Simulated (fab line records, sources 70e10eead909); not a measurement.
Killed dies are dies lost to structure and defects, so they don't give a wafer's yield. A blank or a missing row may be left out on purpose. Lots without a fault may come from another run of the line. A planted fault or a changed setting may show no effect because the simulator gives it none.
fab line records | flow nand_harc | part 1 of 2: steps 1 to 17 of 22
record lots=5 wafers=15 last_day=32
route steps=1302 shown A_CHANNEL_HOLE_D1@454
lots that met no fault: from a run of the same line without faults
start_h: hours from the record's first day to the start of the lot's first wafer shown | wait_h: hours since the lot's step before | " the same as in the row above | L1.1+2: a row that stands for several wafers | - no value, or no start given | * or withheld: withheld | < > ~ a bound
route shown NAME@n: a module of which the file shows steps, and the number in the route of the first | usual: mean/standard deviation of fault-free wafers | same: alike in all rows | chamber/n: place in a boat | sites: the reading at each site | _std_site: their standard deviation | _edge_site: outer sites' mean less inner sites' | radius_mm: how far each site lies from the wafer's centre | mask NAME#n: copy n | behind: the tool/chamber that last shaped the wafer | hold: why the lot was held/for how many hours/how that ended | device: the transistor (n, p or np) that didn't switch | end of line: the same wafers' tests at the end of the route | a step without rows: its recipe alone | killed: dies lost to structure and defects at the first sort, not the wafer's yield | map: a wafer's dies, x killed, . not, _ none there
set.NAME: the setting as run; set.NAME@STEP: as run at that earlier step | model.NAME: the simulator's own value behind a step, which no gauge read
lots at some steps of the route; a table a step, a row a wafer
services: from which hour (start_h, from the record's first day; less than 0 if before it) a tool's chamber was out of use, for how many hours, and why
## steps
# step NHARC_A_CHANNEL_HOLE_D1_COAT_36
# recipe temp_c=260 time_s=75
# usual chill_plate_temp_C=23.03/0.1 heater_power_total_W=486.9/1.7 resist_line_temp_C=22.99/0.1
# columns lot.wafer tool chamber start_h wait_h chill_plate_temp_C heater_power_total_W resist_line_temp_C
L074.1 litho_track-01 0 - - 23.08 487.4 22.94
L074.2 " 0 " " 23.18 487.2 22.79
L074.5 " 0 " " 23.07 487.9 22.74
L081.1 litho_track-06 0 - - 22.97 485.6 23.16
L081.2 " 0 " " 22.98 484.9 22.88
L081.3 " 0 " " 22.89 485.3 22.96
L082.1 litho_track-04 0 - - 23.19 489.5 22.97
L082.3 " 0 " " 23.06 487.6 22.87
L082.6 " 0 " " 23.01 487.0 23.02
L088.1 litho_track-04 0 - - 22.88 489.4 23.12
L088.3 " 0 " " 22.96 488.5 23.18
L088.6 " 0 " " 23.14 487.8 23.05
L094.1 litho_track-06 0 - - 22.97 489.6 22.72
L094.3 " 0 " " 22.95 488.1 23.08
L094.4 " 0 " " 23.01 487.6 22.82
# step NHARC_A_CHANNEL_HOLE_D1_COAT_37
# recipe temp_c=225 time_s=65
# usual chill_plate_temp_C=23.00/0.1 heater_power_total_W=446.7/2.1 resist_line_temp_C=23.01/0.1
# columns lot.wafer tool chamber start_h wait_h chill_plate_temp_C heater_power_total_W resist_line_temp_C
L074.1 litho_track-01 0 - - 22.82 444.3 22.98
L074.2 " 0 " " 23.02 448.4 23.06
L074.5 " 0 " " 22.90 444.9 23.22
L081.1 litho_track-06 0 - - 22.98 449.7 22.83
L081.2 " 0 " " 23.16 447.4 22.99
L081.3 " 0 " " 23.09 444.3 22.75
L082.1 litho_track-04 0 - - 22.87 444.8 23.09
L082.3 " 0 " " 22.92 445.4 22.98
L082.6 " 0 " " 23.04 444.9 22.87
L088.1 litho_track-04 0 - - 22.78 449.4 23.07
L088.3 " 0 " " 22.92 449.4 22.93
L088.6 " 0 " " 23.02 448.8 23.16
L094.1 litho_track-06 0 - - 23.14 444.8 23.14
L094.3 " 0 " " 23.06 449.0 23.02
L094.4 " 0 " " 23.20 444.3 23.11
# step NHARC_A_CHANNEL_HOLE_D1_COAT_04
# recipe spin_rpm=1500 resist_thk_nm=90
# usual chill_plate_temp_C=22.99/0.095 resist_line_temp_C=23.02/0.11
# columns lot.wafer tool chamber start_h wait_h chill_plate_temp_C resist_line_temp_C
L074.1 litho_track-01 0 - - 22.99 23.12
L074.2 " 0 " " 22.96 22.83
L074.5 " 0 " " 23.14 23.07
L081.1 litho_track-06 0 - - 22.97 23.20
L081.2 " 0 " " 22.83 23.03
L081.3 " 0 " " 22.88 23.02
L082.1 litho_track-04 0 - - 23.08 22.99
L082.3 " 0 " " 23.12 22.94
L082.6 " 0 " " 23.06 22.99
L088.1 litho_track-04 0 - - 23.00 23.03
L088.3 " 0 " " 22.86 23.10
L088.6 " 0 " " 22.98 22.82
L094.1 litho_track-06 0 - - 23.05 23.02
L094.3 " 0 " " 23.05 23.07
L094.4 " 0 " " 23.02 23.26
# step NHARC_A_CHANNEL_HOLE_D1_SOFTBAKE_05
# recipe temp_c=105 time_s=55
# usual chill_plate_temp_C=23.02/0.1 heater_power_total_W=188.46/0.14 resist_line_temp_C=22.99/0.11
# columns lot.wafer tool chamber start_h wait_h chill_plate_temp_C heater_power_total_W resist_line_temp_C
L074.1 litho_track-01 0 - - 22.82 188.41 22.99
L074.2 " 0 " " 22.83 188.31 23.07
L074.5 " 0 " " 22.89 188.28 22.89
L081.1 litho_track-06 0 - - 22.96 188.47 22.89
L081.2 " 0 " " 23.04 188.38 23.04
L081.3 " 0 " " 22.94 188.41 22.82
L082.1 litho_track-04 0 - - 22.99 188.27 22.97
L082.3 " 0 " " 23.12 188.46 22.74
L082.6 " 0 " " 23.02 188.52 22.93
L088.1 litho_track-04 0 - - 22.86 188.37 22.86
L088.3 " 0 " " 22.89 188.51 22.85
L088.6 " 0 " " 22.94 188.44 22.93
L094.1 litho_track-06 0 - - 22.85 188.70 22.87
L094.3 " 0 " " 23.00 188.42 23.05
L094.4 " 0 " " 22.86 188.43 22.92
# step NHARC_A_CHANNEL_HOLE_D1_EBR_06
# usual chill_plate_temp_C=22.99/0.11 resist_line_temp_C=22.99/0.089
# columns lot.wafer tool chamber start_h wait_h chill_plate_temp_C resist_line_temp_C
L074.1 litho_track-01 0 - - 23.01 22.92
L074.2 " 0 " " 23.03 22.98
L074.5 " 0 " " 23.19 22.81
L081.1 litho_track-06 0 - - 22.96 22.99
L081.2 " 0 " " 23.01 23.03
L081.3 " 0 " " 22.97 22.92
L082.1 litho_track-04 0 - - 22.98 23.06
L082.3 " 0 " " 23.13 23.00
L082.6 " 0 " " 23.10 22.96
L088.1 litho_track-04 0 - - 23.06 23.14
L088.3 " 0 " " 23.03 23.27
L088.6 " 0 " " 22.86 22.92
L094.1 litho_track-06 0 - - 23.14 23.11
L094.3 " 0 " " 23.00 23.04
L094.4 " 0 " " 23.02 23.03
# step NHARC_A_CHANNEL_HOLE_D1_EXPOSE_07
# recipe na=1.35 target_cd_nm=100 sigma_outer=0.3 dose_mj=59.65 mask_id=HOLE_D1
# usual focus_offset_nm=0.0/0.52
# columns lot.wafer tool chamber start_h wait_h mask focus_offset_nm
L074.1 arfi_scanner-01 0 175.40 - HOLE_D1#0 -0.4
L074.2 " 0 " " HOLE_D1#0 0.0
L074.5 " 0 " " HOLE_D1#0 0.3
L081.1 arfi_scanner-03 0 252.38 - HOLE_D1#0 -0.1
L081.2 " 0 " " HOLE_D1#0 0.4
L081.3 " 0 " " HOLE_D1#0 0.0
L082.1 arfi_scanner-03 0 263.45 - HOLE_D1#0 -0.3
L082.3 " 0 " " HOLE_D1#0 0.4
L082.6 " 0 " " HOLE_D1#0 0.4
L088.1 arfi_scanner-02 0 328.30 - HOLE_D1#0 -0.2
L088.3 " 0 " " HOLE_D1#0 -0.1
L088.6 " 0 " " HOLE_D1#0 1.0
L094.1 arfi_scanner-02 0 383.81 - HOLE_D1#0 -0.1
L094.3 " 0 " " HOLE_D1#0 0.1
L094.4 " 0 " " HOLE_D1#0 -0.3
# step NHARC_A_CHANNEL_HOLE_D1_PEB_08
# recipe peb_temp_c=100 peb_time_s=65
# usual chill_plate_temp_C=23.00/0.093 heater_power_total_W=156.6/0.4 resist_line_temp_C=22.97/0.11
# columns lot.wafer tool chamber start_h wait_h chill_plate_temp_C heater_power_total_W resist_line_temp_C
L074.1 litho_track-04 0 175.46 0.1 23.03 156.0 22.97
L074.2 " 0 " " 23.03 156.7 22.90
L074.5 " 0 " " 23.15 156.4 22.91
L081.1 litho_track-04 0 252.44 0.1 22.97 156.6 22.90
L081.2 " 0 " " 22.83 156.0 22.76
L081.3 " 0 " " 22.89 156.0 22.93
L082.1 litho_track-01 0 263.51 0.1 22.94 155.9 23.03
L082.3 " 0 " " 23.13 156.0 22.92
L082.6 " 0 " " 23.04 156.4 22.91
L088.1 litho_track-06 0 328.36 0.1 22.97 156.2 23.12
L088.3 " 0 " " 22.92 156.1 23.01
L088.6 " 0 " " 23.00 157.0 23.07
L094.1 litho_track-06 0 383.87 0.1 23.03 156.0 22.92
L094.3 " 0 " " 23.13 156.5 23.01
L094.4 " 0 " " 23.05 156.3 23.08
# step NHARC_A_CHANNEL_HOLE_D1_DEVELOP_09
# recipe develop_time_s=35 dev_temp_c=23
# usual chill_plate_temp_C=22.98/0.1 resist_line_temp_C=23.00/0.11
# columns lot.wafer tool chamber start_h wait_h chill_plate_temp_C resist_line_temp_C
L074.1 litho_track-04 0 - - 22.94 23.12
L074.2 " 0 " " 23.11 23.05
L074.5 " 0 " " 23.15 22.98
L081.1 litho_track-04 0 - - 22.90 23.01
L081.2 " 0 " " 23.05 23.05
L081.3 " 0 " " 22.78 23.16
L082.1 litho_track-01 0 - - 22.86 22.90
L082.3 " 0 " " 23.00 22.92
L082.6 " 0 " " 22.89 23.10
L088.1 litho_track-06 0 - - 23.04 22.85
L088.3 " 0 " " 23.02 23.01
L088.6 " 0 " " 23.02 22.77
L094.1 litho_track-06 0 - - 23.08 23.07
L094.3 " 0 " " 22.96 23.16
L094.4 " 0 " " 22.92 23.04
# step NHARC_A_CHANNEL_HOLE_D1_CD_MEAS_10
# recipe target_cd_nm=100 landing_energy_ev=500
# usual cd_nm=100.0/0.58
# columns lot.wafer tool chamber start_h wait_h cd_nm
L074.1 cd_sem-01 0 175.54 - 100.1
L074.2 " 0 " " 100.1
L074.5 " 0 " " 99.4
L081.1 cd_sem-01 0 252.52 - 100.5
L081.2 " 0 " " 100.8
L081.3 " 0 " " 99.4
L082.1 cd_sem-02 0 263.59 - 99.6
L082.3 " 0 " " 99.5
L082.6 " 0 " " 100.3
L088.1 cd_sem-01 0 328.44 - 100.3
L088.3 " 0 " " 100.2
L088.6 " 0 " " 99.7
L094.1 cd_sem-02 0 383.95 - 99.9
L094.3 " 0 " " 99.5
L094.4 " 0 " " 99.9
# step NHARC_A_CHANNEL_HOLE_D1_OVL_MEAS_11
# usual overlay_x_nm=0.1/0.9 overlay_y_nm=-0.2/0.69
# columns lot.wafer tool chamber start_h wait_h overlay_x_nm overlay_y_nm
L074.1 overlay-01 - 175.63 - 1.4 -0.7
L074.2 " - " " 1.6 -0.8
L074.5 " - " " 1.4 0.1
L081.1 overlay-02 - 252.61 - 1.1 0.1
L081.2 " - " " 0.5 0.3
L081.3 " - " " 0.8 0.1
L082.1 overlay-01 - 263.67 - 0.5 -0.7
L082.3 " - " " 0.5 -0.2
L082.6 " - " " 0.5 -0.6
L088.1 overlay-02 - 328.53 - -1.3 0.6
L088.3 " - " " -1.2 1.1
L088.6 " - " " -1.8 0.4
L094.1 overlay-01 - 384.04 - 1.0 -0.6
L094.3 " - " " 0.3 -0.5
L094.4 " - " " 0.9 -1.0
# step NHARC_A_CHANNEL_HOLE_D1_INSPECT_12
# usual raw_defect_count=6/3.1
# columns lot.wafer tool chamber start_h wait_h raw_defect_count
L074.1 defect_inspect-02 - 175.67 0.0 8
L074.2 " - " " 6
L074.5 " - " " 12
L081.1 defect_inspect-01 - 252.65 0.0 1
L081.2 " - " " 7
L081.3 " - " " 4
L082.1 defect_inspect-01 - 263.71 0.0 7
L082.3 " - " " 7
L082.6 " - " " 2
L088.1 defect_inspect-01 - 328.57 0.0 7
L088.3 " - " " 2
L088.6 " - " " 5
L094.1 defect_inspect-02 - 384.08 0.0 10
L094.3 " - " " 8
L094.4 " - " " 6
# step NHARC_A_CHANNEL_HOLE_D1_DESCUM_15
# recipe time_s=3 o2_flow_sccm=200 ar_flow_sccm=0 bias_power_w=0 chemistry=O2
# usual drypump_motor_current_A=5.6/0.45 mfc_ar_sccm=0.005/0.0071 oes_product_au=0.995/0.012 rf_vpp_V=57.8/0.85 showerhead_plenum_p_Torr=1.90/0.068 throttle_valve_pct=11.311/0.0087
# same bias_power_w=0
# columns lot.wafer tool chamber start_h wait_h drypump_motor_current_A mfc_ar_sccm oes_product_au rf_hours_counter_h rf_vpp_V showerhead_plenum_p_Torr throttle_valve_pct
L074.1 rie_diel-09 2 175.74 0.1 5.5 0.008 0.994 7 57.9 1.99 11.323
L074.2 " 3 " " 6.6 0.018 0.993 7 57.7 1.94 11.308
L074.5 " 2 " " 5.5 0.008 0.993 - 56.6 1.99 11.331
L081.1 rie_diel-09 2 252.72 0.1 5.5 0.008 0.993 32 58.2 1.98 11.302
L081.2 " 3 " " 6.6 0.018 0.990 31 59.3 1.93 11.315
L081.3 " 0 " " 5.7 0.023 0.979 29 57.4 1.90 11.309
L082.3 rie_diel-13 1 263.79 0.1 4.8 0.005 1.002 6 58.4 1.99 11.320
L082.1 " 2 " " 5.6 0.001 0.992 6 57.2 1.82 11.312
L082.6 " 0 " " 5.6 0 0.989 - 57.8 1.91 11.308
L088.3 rie_diel-03 1 328.63 0.1 6.2 0 1.018 12 56.9 1.90 11.309
L088.1 " 3 " " 5.6 0.003 1.007 12 58.0 2.07 11.325
L088.6 " 2 " " 4.8 0 1.009 - 59.1 1.88 11.291
L094.1 rie_diel-13 2 384.14 0.1 5.6 0.001 0.986 2 57.3 1.82 11.306
L094.3 " 3 " " 5.9 0 0.977 2 58.1 1.81 11.309
L094.4 " 0 " " 5.6 0 0.986 2 59.1 1.90 11.323
# step NHARC_A_CHANNEL_HOLE_D1_ETCH_38
# recipe target_depth_a=390 over_etch_frac=0.3 time_s=65 ion_energy_ev=80 cf4_flow_sccm=150 ar_flow_sccm=0 rf_w=300 bias_w=100 chemistry=CF4
# usual drypump_motor_current_A=5.6/0.47 mfc_ar_sccm=0.006/0.0074 oes_product_au=0.996/0.011 rf_vpp_V=151.1/1.2 showerhead_plenum_p_Torr=1.76/0.059 throttle_valve_pct=13.284/0.008
# same over_etch_frac=0.3
# columns lot.wafer tool chamber start_h wait_h drypump_motor_current_A mfc_ar_sccm oes_product_au rf_hours_counter_h rf_vpp_V showerhead_plenum_p_Torr throttle_valve_pct
L074.2 rie_diel-09 2 175.81 0.1 5.5 0.008 1.003 7 151.6 1.83 13.285
L074.1 " 0 " " 5.8 0.023 0.988 7 150.8 1.76 13.276
L074.5 " 3 " " 6.6 0.018 0.992 - 152.2 1.79 13.281
L081.3 rie_diel-09 0 252.80 0.1 5.7 0.023 0.971 29 149.5 1.75 13.302
L081.2 " 2 " " 5.4 0.008 0.990 32 152.8 1.82 13.284
L081.1 " 3 " " 6.6 0.018 1.003 31 152.4 1.79 13.291
L082.3 rie_diel-13 3 263.90 0.1 5.9 0 0.995 5 149.7 1.68 13.287
L082.1 " 0 " " 5.6 0 0.977 5 151.2 1.76 13.287
L082.6 " 0 " " 5.6 0 0.995 - 151.2 1.76 13.300
L088.3 rie_diel-03 3 328.73 0.1 5.6 0.003 1.020 12 152.4 1.90 13.290
L088.1 " 1 " " 6.2 0 1.020 12 151.1 1.75 13.275
L088.6 " 2 " " 4.8 0 0.996 - 151.4 1.74 13.287
L094.3 rie_diel-13 2 384.22 0.1 5.6 0.001 1.009 2 150.0 1.69 13.279
L094.1 " 3 " " 5.9 0 0.992 2 150.2 1.68 13.289
L094.4 " 1 " " 4.8 0.005 1.000 2 150.7 1.83 13.275
# step NHARC_A_CHANNEL_HOLE_D1_ETCH_39
# recipe target_depth_a=2600 over_etch_frac=0.3 time_s=325 ion_energy_ev=200 n2_flow_sccm=150 h2_flow_sccm=150 ar_flow_sccm=0 rf_w=400 bias_w=150 chemistry=N2/H2
# usual drypump_motor_current_A=5.6/0.48 mfc_ar_sccm=0.005/0.007 oes_product_au=0.994/0.011 rf_vpp_V=430.3/2.3 showerhead_plenum_p_Torr=2.03/0.074 throttle_valve_pct=14.172/0.0088
# same over_etch_frac=0.3
# columns lot.wafer tool chamber start_h wait_h drypump_motor_current_A mfc_ar_sccm oes_product_au rf_hours_counter_h rf_vpp_V showerhead_plenum_p_Torr throttle_valve_pct
L074.2 rie_diel-09 0 - - 5.7 0.023 0.966 7 431.0 2.03 14.169
L074.1 " 1 " " 5.7 0.005 0.969 7 431.1 2.05 14.168
L074.5 " 2 " " 5.5 0.008 0.988 - 432.6 2.12 14.148
L081.2 rie_diel-09 3 - - 6.6 0.018 0.991 31 431.8 2.06 14.164
L081.1 " 0 " " 5.8 0.023 0.982 29 430.0 2.02 14.169
L081.3 " 1 " " 5.7 0.005 0.973 28 431.0 2.04 14.168
L082.3 rie_diel-13 3 - - 5.9 0 0.995 5 427.8 1.93 14.178
L082.1 " 0 " " 5.6 0 0.988 5 430.9 2.03 14.169
L082.6 " 2 " " 5.6 0.001 0.995 - 428.4 1.94 14.182
L088.1 rie_diel-03 2 - - 4.8 0 1.005 12 428.3 2.00 14.184
L088.3 " 1 " " 6.1 0 1.017 12 429.4 2.02 14.182
L088.6 " 2 " " 4.8 0 1.009 - 429.9 2.00 14.170
L094.4 rie_diel-13 3 - - 5.9 0 0.986 2 425.7 1.93 14.173
L094.3 " 0 " " 5.6 0 0.999 2 430.6 2.03 14.169
L094.1 " 1 " " 4.8 0.005 0.991 2 432.5 2.12 14.184
# step NHARC_A_CHANNEL_HOLE_D1_ETCH_34
# recipe target_depth_a=1540 time_s=77 cf4_flow_sccm=100 chf3_flow_sccm=30 ar_flow_sccm=0 rf_w=500 bias_w=200 chemistry=CF4/CHF3
# usual drypump_motor_current_A=5.6/0.46 mfc_ar_sccm=0.005/0.0069 oes_product_au=0.948/0.022 rf_vpp_V=370.4/1.9 showerhead_plenum_p_Torr=1.57/0.054 throttle_valve_pct=16.802/0.0091
# columns lot.wafer tool chamber start_h wait_h drypump_motor_current_A mfc_ar_sccm oes_product_au rf_hours_counter_h rf_vpp_V showerhead_plenum_p_Torr throttle_valve_pct
L074.1 rie_diel-09 1 - - 5.7 0.005 0.932 7 369.4 1.58 16.800
L074.2 " 0 " " 5.8 0.023 0.953 7 369.7 1.57 16.805
L074.5 " 2 " " 5.5 0.008 0.957 - 371.7 1.63 16.791
L081.1 rie_diel-09 1 - - 5.7 0.005 0.905 28 371.5 1.57 16.807
L081.2 " 2 " " 5.5 0.008 0.914 32 371.6 1.62 16.797
L081.3 " 3 " " 6.6 0.018 0.925 31 370.8 1.59 16.801
L082.1 rie_diel-13 3 - - 5.9 0 0.924 5 367.7 1.49 16.799
L082.3 " 2 " " 5.6 0.001 0.923 7 368.7 1.50 16.793
L082.6 " 0 " " 5.6 0 0.904 - 371.1 1.57 16.800
L088.1 rie_diel-03 3 - - 5.7 0.003 0.954 13 374.5 1.70 16.796
L088.3 " 1 " " 6.1 0 0.959 12 370.0 1.56 16.805
L088.6 " 2 " " 4.8 0 0.944 - 370.6 1.55 16.798
L094.4 rie_diel-13 3 - - 5.9 0 0.953 2 367.2 1.49 16.815
L094.1 " 1 " " 4.7 0.005 0.974 2 373.0 1.63 16.800
L094.3 " 2 " " 5.6 0.001 0.961 2 367.0 1.50 16.804
# step NHARC_A_CHANNEL_HOLE_D1_ETCH_16
# recipe target_depth_a=31000 over_etch_frac=0.3 time_s=806 ion_energy_ev=150 o2_flow_sccm=400 cos_flow_sccm=20 ar_flow_sccm=0 rf_w=500 bias_w=300 chemistry=O2/COS
# usual drypump_motor_current_A=5.6/0.49 mfc_ar_sccm=0.005/0.0066 oes_product_au=0.996/0.0091 rf_vpp_V=314.1/1.7 showerhead_plenum_p_Torr=3.12/0.11 throttle_valve_pct=28.330/0.0093
# same over_etch_frac=0.3
# columns lot.wafer tool chamber start_h wait_h drypump_motor_current_A mfc_ar_sccm oes_product_au rf_hours_counter_h rf_vpp_V showerhead_plenum_p_Torr throttle_valve_pct
L074.2 rie_diel-09 1 - - 5.7 0.005 0.980 7 313.4 3.13 28.313
L074.1 " 0 " " 5.8 0.023 0.977 7 313.6 3.11 28.335
L074.5 " 1 " " 5.7 0.005 0.979 - 314.6 3.13 28.323
L081.1 rie_diel-09 1 - - 5.7 0.005 0.991 29 314.7 3.12 28.324
L081.3 " 3 " " 6.6 0.018 0.991 31 315.8 3.15 28.342
L081.2 " 0 " " 5.7 0.023 0.979 29 313.8 3.10 28.345
L082.3 rie_diel-13 2 - - 5.6 0.001 0.996 7 312.4 2.98 28.339
L082.1 " 3 " " 5.9 0 1.001 6 313.4 2.97 28.324
L082.6 " 1 " " 4.7 0.005 0.996 - 315.8 3.24 28.350
L088.1 rie_diel-03 2 - - 4.8 0 1.012 13 313.3 3.07 28.321
L088.3 " 3 " " 5.7 0.003 1.006 13 317.0 3.37 28.330
L088.6 " 1 " " 6.1 0 1.009 - 314.5 3.09 28.342
L094.4 rie_diel-13 3 - - 6.0 0 0.985 2 312.3 2.96 28.326
L094.3 " 1 " " 4.8 0.005 0.988 2 315.8 3.23 28.328
L094.1 " 2 " " 5.6 0.001 0.996 2 312.0 2.98 28.325
# step NHARC_A_CHANNEL_HOLE_D1_CD_MEAS_18
# usual cd_nm=99.3/2.5
# columns lot.wafer tool chamber start_h wait_h cd_nm
L074.1 cd_sem-03 - 176.83 - 101.4
L074.2 " - " " 96.1
L074.5 " - " " 97.3
L081.1 cd_sem-01 - 253.81 - 97.1
L081.2 " - " " 99.8
L081.3 " - " " 99.5
L082.1 cd_sem-03 - 264.92 - 98.5
L082.3 " - " " 96.4
L082.6 " - " " 105.1
L088.1 cd_sem-01 - 329.95 - 102.1
L088.3 " - " " 98.8
L088.6 " - " " 99.6
L094.1 cd_sem-03 - 385.25 - 100.2
L094.3 " - " " 100.0
L094.4 " - " " 98.4
